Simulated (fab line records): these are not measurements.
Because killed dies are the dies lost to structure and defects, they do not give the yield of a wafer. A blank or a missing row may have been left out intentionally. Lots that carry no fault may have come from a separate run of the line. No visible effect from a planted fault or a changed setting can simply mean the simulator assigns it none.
What tool caused it?    flow n5 finfet    at 1 step of a route of 1938, 11 lots with 33 wafers sampled

WHAT THE GAUGES READ, wafer by wafer
N5_BEOL_M13_OCD_MEAS_35.
lot   measured      on      trench depth nm (nm)
L860  day 10 23:57  ocd-02  420 415 417
L861  day 11 07:02  ocd-01  411 395 408
L864  day 11 17:20  ocd-02  421 401 421
L865  day 12 13:14  ocd-01  405 406 405
L867  day 13 02:55  ocd-02  409 407 411
L868  day 14 03:01  ocd-02  425 410 415
L876  day 15 03:00  ocd-01  410 410 411
L879  day 16 08:17  ocd-02  402 407 402
L880  day 16 23:10  ocd-01  404 407 400
L883  day 17 10:18  ocd-01  405 405 420
L882  day 17 13:46  ocd-01  415 423 427

WHICH TOOL RAN EACH LOT (tool, then ch and the chambers of the sampled wafers, then the start)
Before these readings, the record contains no process step.

THE ANSWER, worked out from the rows above alone
Rule: what is usual is taken from the lots themselves. Put in order of their means at a reading, lots are off if they are a third of the lots or fewer, leave a main group of 4 or more, and stand apart from it by a gap of 3 or more times the standard deviation of the main group's means; of several such gaps the widest counts. Not used: any main group whose means are identical at the precision the tables above print for the reading. A lot without any number at a reading at which 4 lots or more have one is off too. Where the step has rows for the other lots, those lots are counted as sound.
None of the lots is off at any reading shown; this tells nothing.

WHAT THE SIMULATOR HAD PUT IN
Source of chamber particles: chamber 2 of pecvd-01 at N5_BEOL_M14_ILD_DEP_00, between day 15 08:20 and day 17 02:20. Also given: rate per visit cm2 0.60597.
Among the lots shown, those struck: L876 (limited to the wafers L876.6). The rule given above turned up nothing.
